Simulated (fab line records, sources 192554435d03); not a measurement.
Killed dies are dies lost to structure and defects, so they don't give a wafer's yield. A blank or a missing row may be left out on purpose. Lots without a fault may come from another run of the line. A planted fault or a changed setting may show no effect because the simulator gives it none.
A struck lot beside a sound one | flow n5_finfet | 14 steps out of a route of 1938
Sound: wafers L463.1, L463.3, L463.6. Struck: wafers L455.2, L455.5, L455.6. The cause comes at the end.
At each step with rows: each side's tool, then ch and its chambers, then its first start. Under that, the readings that differ: sound wafers | struck wafers | difference of the means | sigmas: that difference in standard deviations of wafers without a fault.
alike: readings whose means differ by less than 2 such deviations, and words and numbers that are the same on both sides. not compared: withheld readings, readings that some wafer has no value for, bounds like >300 that may hide the same value, and numbers for which the record gives no deviation and whose values overlap.
The two part at a step that has a row with sigmas, a row that says differs or no value, or rows on one side only. Numbers that don't overlap but have no deviation are shown without sigmas and don't part them. A reading that every wafer of one side lacks parts them only if that side has two wafers or more.

first, 3 steps without rows for these wafers: N5_WELL_APT_PRECLEAN_36 (cleans in O3/DIW, time 45 s); N5_WELL_APT_PRECLEAN_39 (cleans in dHF, time 60 s); N5_WELL_APT_SRD_37 (time 30 s).
N5_WELL_APT_EPI_41: deposits Si from SiH4/H2, target thk 50 nm, time 297.7 s.
  sound on epi_rpcvd-04 ch 0, day 7 04:12; struck on epi_rpcvd-04 ch 0, day 5 04:12
  alike: susceptor_temp_C, throttle_valve_pct
N5_WELL_APT_INSPECT_38: inspects for defects (darkfield).
  sound on defect_inspect-01, day 7 04:50; struck on defect_inspect-01, day 5 04:46
  alike: raw_defect_count
N5_PMOS_HMC_CHANNEL_EPI_HM_DEP_34: deposits SiO2 from TEOS/O2, target thk 36 nm, time 6.9 s.
  sound on pecvd-03 ch 0,1, day 7 04:52; struck on pecvd-01 ch 1,2, day 5 04:47
  reading            | sound       | struck      | difference | sigmas
  heater_power_w (W) | 486 486 501 | 704 728 615 | +191       | +2
  alike: showerhead_plenum_p_Torr, susceptor_temp_C, throttle_valve_pct
then, 6 steps without rows for these wafers: N5_PMOS_HMC_CHANNEL_EPI_COAT_31 (time 60 s, resist thk 66 nm); N5_PMOS_HMC_CHANNEL_EPI_COAT_03 (resist thk 205 nm); N5_PMOS_HMC_CHANNEL_EPI_EBR_05; N5_PMOS_HMC_CHANNEL_EPI_SOFTBAKE_04 (time 60 s); N5_PMOS_HMC_CHANNEL_EPI_EXPOSE_06 (exposes mask PMOS HMC BLK, target cd 240 nm); N5_PMOS_HMC_CHANNEL_EPI_PEB_07 (peb time 60 s).
N5_PMOS_HMC_CHANNEL_EPI_DEVELOP_08: develop time 30 s.
  sound on litho_track-01 ch 0, day 7 06:09; struck on litho_track-01, day 5 05:09
  no value came back on the struck wafers for chill_plate_temp_C (C), develop_time_s (s); on the sound wafers chill_plate_temp_C (C) reads 22.99 23.00 22.93
  reading                                                         | sound             | struck          | difference | sigmas
  model.CAR-ArF-block_of_PMOS_HMC_CHANNEL_EPI_COAT_03.thk_nm (nm) | 203.6 202.8 203.3 | 205 205.2 205.2 | +2         |
N5_PMOS_HMC_CHANNEL_EPI_CD_MEAS_09: target cd 237.4 nm.
  sound on cd_sem-02 ch 0, day 7 06:13; struck on cd_sem-01 ch 0, day 5 05:13
  reading    | sound             | struck | difference                    | sigmas
  cd_nm (nm) | 239.3 239.1 238.5 | - - -  | no value on the struck wafers |

WHERE THEY PART
First at N5_PMOS_HMC_CHANNEL_EPI_HM_DEP_34; last, within this record, at N5_PMOS_HMC_CHANNEL_EPI_CD_MEAS_09.

WHY: what the simulator had put in
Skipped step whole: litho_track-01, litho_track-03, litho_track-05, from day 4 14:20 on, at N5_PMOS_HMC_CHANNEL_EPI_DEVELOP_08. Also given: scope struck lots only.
